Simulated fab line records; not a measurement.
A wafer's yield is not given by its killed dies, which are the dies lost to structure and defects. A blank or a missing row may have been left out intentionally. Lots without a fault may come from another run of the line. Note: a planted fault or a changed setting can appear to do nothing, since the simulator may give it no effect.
Which tool did it?	flow nand-harc	22 lots, 66 wafers sampled, at 6 steps of a route of 1302

== WHAT THE GAUGES SHOWED, per wafer ==
The record lacks any reading of a measuring or inspecting step that a usual standard deviation could be used to judge.

== WHICH TOOL RAN EACH LOT (tool, then ch and the chambers of the sampled wafers, then the start) ==
lot	NHARC_A_STAIRCASE_DESCUM_186	NHARC_A_STAIRCASE_TRIM_187	NHARC_A_STAIRCASE_ETCH_192	NHARC_A_STAIRCASE_TRIM_198	NHARC_A_STAIRCASE_ETCH_227	NHARC_A_STAIRCASE_TRIM_231
L074	rie-diel-11 ch 1,2, day 15 21:43	rie-diel-11 ch 0,3, day 15 21:49	rie-diel-11 ch 0,2,3, no start	rie-diel-10 ch 2,3, no start	rie-diel-13 ch 0,1, no start	rie-diel-11 ch 0,1,2, no start
L075	rie-diel-10 ch 0,1, day 16 12:34	rie-diel-10 ch 2,3, day 16 12:38	rie-diel-10 ch 0,1,3, no start	rie-diel-13 ch 0,1,3, no start	rie-diel-13 ch 0,1,3, no start	rie-diel-13 ch 0,1, no start
L076	rie-diel-10 ch 1,2,3, day 16 12:52	rie-diel-10 ch 1,2,3, day 16 13:00	rie-diel-10 ch 0,2,3, no start	rie-diel-13 ch 0,1,2, no start	rie-diel-11 ch 1,2,3, no start	rie-diel-11 ch 0,1,2, no start
L077	rie-diel-11 ch 1,2,3, day 16 14:17	rie-diel-11 ch 1,2, day 16 14:22	rie-diel-11 ch 0,1,2, no start	rie-diel-11 ch 2,3, no start	rie-diel-10 ch 0,1,2, no start	rie-diel-13 ch 1,2, no start
L078	rie-diel-11 ch 0,1,3, day 17 22:12	rie-diel-11 ch 1,2,3, day 17 22:16	rie-diel-11 ch 1,3, no start	rie-diel-10 ch 0,2,3, no start	rie-diel-13 ch 0,2,3, no start	rie-diel-11 ch 0,1,3, no start
L079	rie-diel-11 ch 1,2,3, day 17 23:32	rie-diel-11 ch 0,1,3, day 17 23:38	rie-diel-11 ch 0,1,3, no start	rie-diel-10 ch 1,2, no start	rie-diel-13 ch 2,3, no start	rie-diel-13 ch 0,1, no start
L080	rie-diel-13 ch 1,2, day 18 15:36	rie-diel-13 ch 1,2, day 18 15:41	rie-diel-13 ch 0,2,3, no start	rie-diel-13 ch 2,3, no start	rie-diel-11 ch 0,1,3, no start	rie-diel-11 ch 1,2,3, no start
L081	rie-diel-10 ch 1,2,3, day 19 05:17	rie-diel-10 ch 1,2,3, day 19 05:23	rie-diel-10 ch 1,2, no start	rie-diel-13 ch 1,2,3, no start	rie-diel-13 ch 0,1,3, no start	rie-diel-13 ch 0,1,2, no start
L083	rie-diel-10 ch 2,3, day 19 13:31	rie-diel-10 ch 1,2, day 19 13:38	rie-diel-10 ch 1,3, no start	rie-diel-11 ch 0,1,3, no start	rie-diel-10 ch 1,2,3, no start	rie-diel-11 ch 2,3, no start
L082	rie-diel-11 ch 1,2, day 19 16:34	rie-diel-11 ch 0,2, day 19 16:40	rie-diel-11 ch 0,3, no start	rie-diel-11 ch 0,1,2, no start	rie-diel-10 ch 2,3, no start	rie-diel-13 ch 0,3, no start
L084	rie-diel-11 ch 0,3, day 20 02:32	rie-diel-11 ch 1,3, day 20 02:38	rie-diel-11 ch 0,2, no start	rie-diel-13 ch 0,2, no start	rie-diel-13 ch 1,2,3, no start	rie-diel-10 ch 1,2,3, no start
L086	rie-diel-10 ch 0,2,3, day 20 08:07	rie-diel-10 ch 0,1, day 20 08:15	rie-diel-10 ch 0,1,2, no start	rie-diel-10 ch 0,1, no start	rie-diel-13 ch 0,2,3, no start	rie-diel-10 ch 0,2,3, no start
L085	rie-diel-11 ch 1,2,3, day 20 19:45	rie-diel-11 ch 0,1,2, day 20 19:50	rie-diel-11 ch 0,1,3, no start	rie-diel-10 ch 0,1,2, no start	rie-diel-11 ch 0,3, no start	rie-diel-11 ch 0,2,3, no start
L087	rie-diel-13 ch 0,2, day 22 00:07	rie-diel-13 ch 2,3, day 22 00:22	rie-diel-13 ch 0,3, no start	rie-diel-10 ch 0,2,3, no start	rie-diel-13 ch 1,3, no start	rie-diel-11 ch 1,2,3, no start
L090	rie-diel-11 ch 2,3, day 22 19:39	rie-diel-11 ch 0,2,3, day 22 19:44	rie-diel-11 ch 2,3, day 23 06:27 or earlier	rie-diel-10 ch 1,2, day 23 06:27 or earlier	rie-diel-10 ch 0,1,3, day 23 06:27 or earlier	rie-diel-13 ch 0,3, day 23 06:27
L091	rie-diel-11 ch 0,3, day 22 19:59	rie-diel-11 ch 2,3, day 22 20:10	rie-diel-11 ch 2,3, no start	rie-diel-10 ch 1,2, no start	rie-diel-10 ch 0,1,2, no start	rie-diel-11 ch 1,2,3, no start
L093	rie-diel-10 ch 1,3, day 23 09:45	rie-diel-10 ch 0,2,3, day 23 09:50	rie-diel-10 ch 0,1,3, no start	rie-diel-11 ch 2,3, no start	rie-diel-13 ch 1,2, no start	rie-diel-13 ch 1,2,3, no start
L092	rie-diel-13 ch 0,3, day 23 10:11	rie-diel-13 ch 0,2, day 23 10:19	rie-diel-13 ch 0,2, no start	rie-diel-13 ch 0,2,3, no start	rie-diel-13 ch 0,2,3, no start	rie-diel-11 ch 0,1,3, no start
L094	rie-diel-11 ch 0,1,2, day 24 19:23	rie-diel-11 ch 0,2,3, day 24 19:29	rie-diel-11 ch 1,2,3, no start	rie-diel-11 ch 1,2,3, no start	rie-diel-13 ch 0,1,2, no start	rie-diel-13 ch 0,1,2, no start
L095	rie-diel-13 ch 0,2,3, day 24 19:49	rie-diel-13 ch 1,3, day 24 19:55	rie-diel-13 ch 1,3, no start	rie-diel-13 ch 0,1, no start	rie-diel-10 ch 1,2,3, no start	rie-diel-10 ch 1,3, no start
L097	rie-diel-13 ch 1,2, day 25 15:10	rie-diel-13 ch 0,1, day 25 15:16	rie-diel-13 ch 0,2,3, no start	rie-diel-11 ch 0,2,3, no start	rie-diel-10 ch 1,3, no start	rie-diel-11 ch 0,3, no start
L096	rie-diel-13 ch 1,3, day 25 20:44	rie-diel-13 ch 1,2, day 25 20:49	rie-diel-13 ch 0,1,3, no start	rie-diel-13 ch 0,2, no start	rie-diel-11 ch 1,2,3, no start	rie-diel-11 ch 0,2,3, no start
- NHARC_A_STAIRCASE_DESCUM_186: chemistry O2, time 3 s.
- NHARC_A_STAIRCASE_TRIM_187: chemistry O2, time 211.2 s.
- NHARC_A_STAIRCASE_ETCH_192: etches the open film in C4F8/O2, target depth 100 nm, time 40.5 s.
- NHARC_A_STAIRCASE_TRIM_198: chemistry O2, time 211.2 s.
- NHARC_A_STAIRCASE_ETCH_227: etches the open film in C4F8/O2, target depth 100 nm, time 40.5 s.
- NHARC_A_STAIRCASE_TRIM_231: chemistry O2, time 211.2 s.

== AS READ BY THE TOOLS THEMSELVES (means over the sampled wafers that have a number; for cases with no such wafer, the mark the record gives instead) ==
NHARC_A_STAIRCASE_DESCUM_186. Usual: drypump-motor-current-A 5.79 A, standard deviation 0.29; oes-product-au 0.998 a.u., standard deviation 0.0093; rf-vpp-V 57.7 V, standard deviation 0.94; showerhead-plenum-p-Torr 1.90 Torr, standard deviation 0.093; throttle-valve-pct 11.310 %, standard deviation 0.0096.
lot	tool	drypump-motor-current-A (A)	oes-product-au (a.u.)	rf-vpp-V (V)	showerhead-plenum-p-Torr (Torr)	throttle-valve-pct (%)	flag
L074	rie-diel-11	5.80	1.000	57.9	1.89	11.304	
L075	rie-diel-10	5.55	1.007	57.4	1.91	11.300	
L076	rie-diel-10	5.62	1.000	57.4	1.84	11.311	
L077	rie-diel-11	5.78	0.994	56.9	1.89	11.311	
L078	rie-diel-11	5.85	1.002	56.8	1.86	11.311	
L079	rie-diel-11	5.76	0.992	57.9	1.89	11.321	
L080	rie-diel-13	6.01	0.994	56.6	1.78	11.313	
L081	rie-diel-10	5.62	1.002	58.2	1.94	11.308	
L083	rie-diel-10	5.56	1.013	58.6	2.00	11.311	
L082	rie-diel-11	5.76	0.996	58.0	1.88	11.304	
L084	rie-diel-11	6.02	0.996	57.6	1.94	11.301	
L086	rie-diel-10	5.63	0.999	58.6	1.93	11.321	
L085	rie-diel-11	5.76	0.999	57.6	1.89	11.312	
L087	rie-diel-13	6.04	0.994	57.0	1.80	11.309	
L090	rie-diel-11	5.92	0.985	58.5	1.85	11.319	
L091	rie-diel-11	5.99	0.990	58.9	1.94	11.309	
L093	rie-diel-10	5.86	1.004	57.3	1.85	11.313	
L092	rie-diel-13	5.52	0.989	57.8	1.84	11.311	
L094	rie-diel-11	5.87	0.998	58.4	1.94	11.314	
L095	rie-diel-13	5.80	1.010	58.3	1.92	11.305	
L097	rie-diel-13	6.01	1.000	57.8	1.97	11.301	
L096	rie-diel-13	5.59	0.989	57.5	1.79	11.308	

NHARC_A_STAIRCASE_TRIM_187. Usual: drypump-motor-current-A 5.81 A, standard deviation 0.29; oes-product-au 0.998 a.u., standard deviation 0.01; rf-vpp-V 57.7 V, standard deviation 0.93; showerhead-plenum-p-Torr 3.50 Torr, standard deviation 0.16; throttle-valve-pct 17.036 %, standard deviation 0.0089.
lot	tool	drypump-motor-current-A (A)	oes-product-au (a.u.)	rf-vpp-V (V)	showerhead-plenum-p-Torr (Torr)	throttle-valve-pct (%)	flag
L074	rie-diel-11	6.10	0.989	57.2	3.36	17.036	
L075	rie-diel-10	5.81	1.012	56.8	3.36	17.039	
L076	rie-diel-10	5.63	0.997	58.0	3.40	17.027	
L077	rie-diel-11	5.78	0.995	57.3	3.48	17.038	
L078	rie-diel-11	5.78	0.988	58.4	3.49	17.028	
L079	rie-diel-11	5.87	0.996	56.9	3.45	17.036	
L080	rie-diel-13	6.01	0.996	57.1	3.30	17.040	
L081	rie-diel-10	5.63	1.003	58.2	3.58	17.043	
L083	rie-diel-10	5.47	1.002	58.6	3.62	17.036	
L082	rie-diel-11	6.14	0.998	58.2	3.68	17.038	
L084	rie-diel-11	5.77	0.994	57.5	3.50	17.045	
L086	rie-diel-10	5.57	0.999	57.1	3.52	17.033	
L085	rie-diel-11	5.91	0.993	57.5	3.60	17.037	
L087	rie-diel-13	5.69	1.003	57.2	3.34	17.039	
L090	rie-diel-11	6.01	0.987	57.6	3.55	17.033	
L091	rie-diel-11	5.93	0.992	57.1	3.44	17.027	
L093	rie-diel-10	5.67	1.011	57.5	3.55	17.044	
L092	rie-diel-13	5.89	1.007	57.4	3.57	17.035	
L094	rie-diel-11	6.03	1.000	57.2	3.54	17.025	
L095	rie-diel-13	5.59	0.981	57.2	3.33	17.039	
L097	rie-diel-13	5.68	0.990	57.3	3.35	17.039	
L096	rie-diel-13	5.84	0.995	56.6	3.47	17.032	

NHARC_A_STAIRCASE_ETCH_192. Usual: oes-product-au 0.937 a.u., standard deviation 0.013; rf-vpp-V 895 V, standard deviation 5.8.
lot	tool	oes-product-au (a.u.)	rf-vpp-V (V)	flag
L074	rie-diel-11	0.934	892	
L075	rie-diel-10	0.945	894	
L076	rie-diel-10	0.944	891	
L077	rie-diel-11	0.935	892	
L078	rie-diel-11	0.934	896	
L079	rie-diel-11	0.936	892	
L080	rie-diel-13	0.922	891	
L081	rie-diel-10	0.949	903	
L083	rie-diel-10	0.938	893	
L082	rie-diel-11	0.938	902	
L084	rie-diel-11	0.942	902	
L086	rie-diel-10	0.940	898	
L085	rie-diel-11	0.937	899	
L087	rie-diel-13	0.936	891	
L090	rie-diel-11	0.920	892	
L091	rie-diel-11	0.921	893	
L093	rie-diel-10	0.945	893	
L092	rie-diel-13	0.948	898	
L094	rie-diel-11	0.933	894	
L095	rie-diel-13	0.924	888	
L097	rie-diel-13	0.943	897	
L096	rie-diel-13	0.934	889	

NHARC_A_STAIRCASE_TRIM_198. Usual: drypump-motor-current-A 5.73 A, standard deviation 0.29; oes-product-au 0.999 a.u., standard deviation 0.0094; rf-vpp-V 57.7 V, standard deviation 0.89; showerhead-plenum-p-Torr 3.48 Torr, standard deviation 0.16; throttle-valve-pct 17.037 %, standard deviation 0.0089.
lot	tool	drypump-motor-current-A (A)	oes-product-au (a.u.)	rf-vpp-V (V)	showerhead-plenum-p-Torr (Torr)	throttle-valve-pct (%)	flag
L074	rie-diel-10	5.79	1.005	57.4	3.36	17.024	
L075	rie-diel-13	5.61	0.992	57.3	3.41	17.046	
L076	rie-diel-13	5.87	1.000	57.6	3.37	17.043	
L077	rie-diel-11	5.92	1.001	58.2	3.46	17.039	
L078	rie-diel-10	5.65	1.014	57.6	3.38	17.034	
L079	rie-diel-10	5.38	1.004	57.5	3.35	17.037	
L080	rie-diel-13	5.70	0.994	56.3	3.36	17.030	
L081	rie-diel-13	5.76	0.990	57.2	3.34	17.037	
L083	rie-diel-11	5.86	0.994	58.2	3.62	17.034	
L082	rie-diel-11	5.88	1.002	58.4	3.60	17.033	
L084	rie-diel-13	6.03	0.991	58.5	3.34	17.035	
L086	rie-diel-10	5.58	1.006	58.4	3.50	17.035	
L085	rie-diel-10	5.48	1.003	58.7	3.60	17.039	
L087	rie-diel-10	5.66	1.001	57.9	3.55	17.038	
L090	rie-diel-10	5.36	1.004	58.2	3.70	17.035	
L091	rie-diel-10	5.47	1.001	57.8	3.61	17.032	
L093	rie-diel-11	5.93	1.002	57.1	3.42	17.043	
L092	rie-diel-13	5.79	1.003	58.3	3.55	17.029	
L094	rie-diel-11	5.78	0.982	58.6	3.47	17.037	
L095	rie-diel-13	5.67	0.997	56.2	3.36	17.035	
L097	rie-diel-11	6.03	0.992	57.1	3.54	17.031	
L096	rie-diel-13	5.89	1.007	57.4	3.56	17.034	

NHARC_A_STAIRCASE_ETCH_227. Usual: oes-product-au 0.939 a.u., standard deviation 0.01; rf-vpp-V 893 V, standard deviation 5.5.
lot	tool	oes-product-au (a.u.)	rf-vpp-V (V)	flag
L074	rie-diel-13	0.940	892	
L075	rie-diel-13	0.938	892	
L076	rie-diel-11	0.943	896	
L077	rie-diel-10	0.944	892	
L078	rie-diel-13	0.942	891	
L079	rie-diel-13	0.944	888	
L080	rie-diel-11	0.932	893	
L081	rie-diel-13	0.936	891	
L083	rie-diel-10	0.932	897	
L082	rie-diel-10	0.946	901	
L084	rie-diel-13	0.943	889	
L086	rie-diel-13	0.942	890	
L085	rie-diel-11	0.940	898	
L087	rie-diel-13	0.926	888	
L090	rie-diel-10	0.943	893	
L091	rie-diel-10	0.940	898	
L093	rie-diel-13	0.932	893	
L092	rie-diel-13	0.947	897	
L094	rie-diel-13	0.940	895	
L095	rie-diel-10	0.931	896	
L097	rie-diel-10	0.954	894	
L096	rie-diel-11	0.930	893	

NHARC_A_STAIRCASE_TRIM_231. Usual: drypump-motor-current-A 5.79 A, standard deviation 0.28; oes-product-au 0.998 a.u., standard deviation 0.0092; rf-vpp-V 57.7 V, standard deviation 0.86; showerhead-plenum-p-Torr 3.48 Torr, standard deviation 0.14; throttle-valve-pct 17.035 %, standard deviation 0.0095.
lot	tool	drypump-motor-current-A (A)	oes-product-au (a.u.)	rf-vpp-V (V)	showerhead-plenum-p-Torr (Torr)	throttle-valve-pct (%)	flag
L074	rie-diel-11	5.87	0.988	57.7	3.43	17.033	
L075	rie-diel-13	5.71	1.001	57.8	3.44	17.036	
L076	rie-diel-11	5.89	0.989	58.6	3.43	17.034	
L077	rie-diel-13	6.01	0.994	57.8	3.31	17.026	
L078	rie-diel-11	5.89	0.996	58.1	3.45	17.037	
L079	rie-diel-13	5.68	1.002	56.9	3.38	17.039	
L080	rie-diel-11	5.78	1.000	58.0	3.49	17.036	
L081	rie-diel-13	5.86	0.998	57.8	3.36	17.028	
L083	rie-diel-11	5.90	0.993	57.9	3.45	17.035	
L082	rie-diel-13	5.54	0.992	57.1	3.42	17.030	
L084	rie-diel-10	5.63	1.006	58.4	3.57	17.034	
L086	rie-diel-10	5.65	1.011	58.0	3.56	17.026	
L085	rie-diel-11	6.01	0.990	57.4	3.56	17.037	
L087	rie-diel-11	5.77	0.997	58.1	3.47	17.034	
L090	rie-diel-13	5.63	1.004	57.5	3.43	17.038	
L091	rie-diel-11	5.76	1.000	56.9	3.47	17.028	
L093	rie-diel-13	5.75	0.995	58.3	3.50	17.028	
L092	rie-diel-11	5.87	0.996	57.7	3.60	17.038	
L094	rie-diel-13	5.85	1.003	56.9	3.52	17.033	
L095	rie-diel-10	5.68	1.014	57.6	3.46	17.031	
L097	rie-diel-11	6.02	0.994	58.1	3.55	17.031	
L096	rie-diel-11	6.02	0.994	58.0	3.54	17.030	

== THE ANSWER, worked out from the rows above alone ==
Rule: a lot counts as off when the mean over its wafers that have a number is more than 3 standard deviations away from the usual mean. Also off: a lot with no number at a reading for which 4 or more lots have one. Any other lot the step has rows for is counted as sound. The gauges are gone through in route order, then the tools' own readings, and for those a lot's mean is taken as printed above. At the first step where some lot is off, the reading lying furthest off is the one used; lots without a number count as furthest.
Across all readings shown, no lot is off: no conclusion can be drawn from this.

== WHAT THE SIMULATOR PUT IN ==
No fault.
